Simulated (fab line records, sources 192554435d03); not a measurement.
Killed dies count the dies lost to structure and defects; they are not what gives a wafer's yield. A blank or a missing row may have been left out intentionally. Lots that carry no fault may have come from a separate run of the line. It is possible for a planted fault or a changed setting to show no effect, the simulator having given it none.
Which of the tools did it? + flow n5-finfet + 24 lots (72 wafers sampled), 1 step of a 1938-step route

WHAT THE GAUGES SHOWED, per wafer
N5_BEOL_M1_THK_MEAS_01.
| lot  | measured     | on            | M1_ILD_THK (nm) |
|------|--------------|---------------|-----------------|
| L074 | day 6 10:35  | film-metro-01 | 76.7 78.0 77.8  |
| L075 | day 6 13:26  | film-metro-01 | 78.9 79.4 80.3  |
| L076 | day 6 15:29  | film-metro-01 | 79.5 79.5 80.2  |
| L077 | day 6 20:23  | film-metro-01 | 78.7 79.0 80.7  |
| L078 | day 7 08:10  | film-metro-02 | 79.0 81.0 80.0  |
| L079 | day 7 08:29  | film-metro-02 | 77.9 80.5 79.1  |
| L080 | day 7 14:31  | film-metro-02 | 78.9 80.6 82.2  |
| L081 | day 8 03:34  | film-metro-01 | 77.0 79.7 79.0  |
| L082 | day 8 06:31  | film-metro-01 | 77.2 79.1 78.3  |
| L084 | day 8 13:39  | film-metro-01 | 78.4 77.8 79.9  |
| L083 | day 8 16:23  | film-metro-01 | 79.5 79.0 80.8  |
| L085 | day 9 06:39  | film-metro-01 | 78.4 80.0 79.1  |
| L086 | day 9 11:31  | film-metro-01 | 77.1 77.4 78.7  |
| L087 | day 9 13:14  | film-metro-02 | 80.2 79.5 80.8  |
| L088 | day 9 21:23  | film-metro-01 | 77.0 77.4 79.4  |
| L089 | day 10 03:25 | film-metro-02 | 78.7 79.9 80.1  |
| L091 | day 10 06:44 | film-metro-01 | 78.9 78.5 81.7  |
| L090 | day 10 09:35 | film-metro-01 | 78.9 80.1 81.9  |
| L092 | day 10 15:27 | film-metro-01 | 76.2 79.3 77.3  |
| L093 | day 10 19:58 | film-metro-01 | 77.8 80.8 79.1  |
| L094 | day 11 07:14 | film-metro-02 | 79.0 80.2 79.0  |
| L095 | day 11 09:13 | film-metro-02 | 78.9 79.9 77.7  |
| L097 | day 11 18:53 | film-metro-02 | 80.0 81.4 80.8  |
| L096 | day 11 21:32 | film-metro-02 | 78.6 79.4 80.7  |

EACH LOT AND THE TOOL THAT RAN IT (in order: tool; ch and the chambers of the sampled wafers; start)
No process step before these readings appears in the record.

AS READ BY THE TOOLS THEMSELVES (means over the sampled wafers that have a number; for cases with no such wafer, the mark the record gives instead)
The record holds no such reading with a usual standard deviation.

THE ANSWER, worked out from the rows above alone
Rule: the lots themselves supply what counts as usual. The widest of any qualifying gaps counts: lots, ordered by their means at a reading, are off when they make up no more than a third of the lots, leave a main group of 4 or more, and stand apart from it by 3 or more times the standard deviation of that group's means. The tables above print the reading to a certain number of digits; a main group whose means all agree to those digits is not used. Also off: a lot with no number at a reading for which 4 or more lots have one. The other lots that the step has rows for count as sound. First the gauges in route order, then the tools' own readings, where a lot's mean is used as printed above. At the first step where some lot is off, the reading lying furthest off is the one used; lots without a number count as furthest.
No lot is off on any of the readings shown, so nothing can be concluded from this.

WHAT HAD BEEN PUT IN BY THE SIMULATOR
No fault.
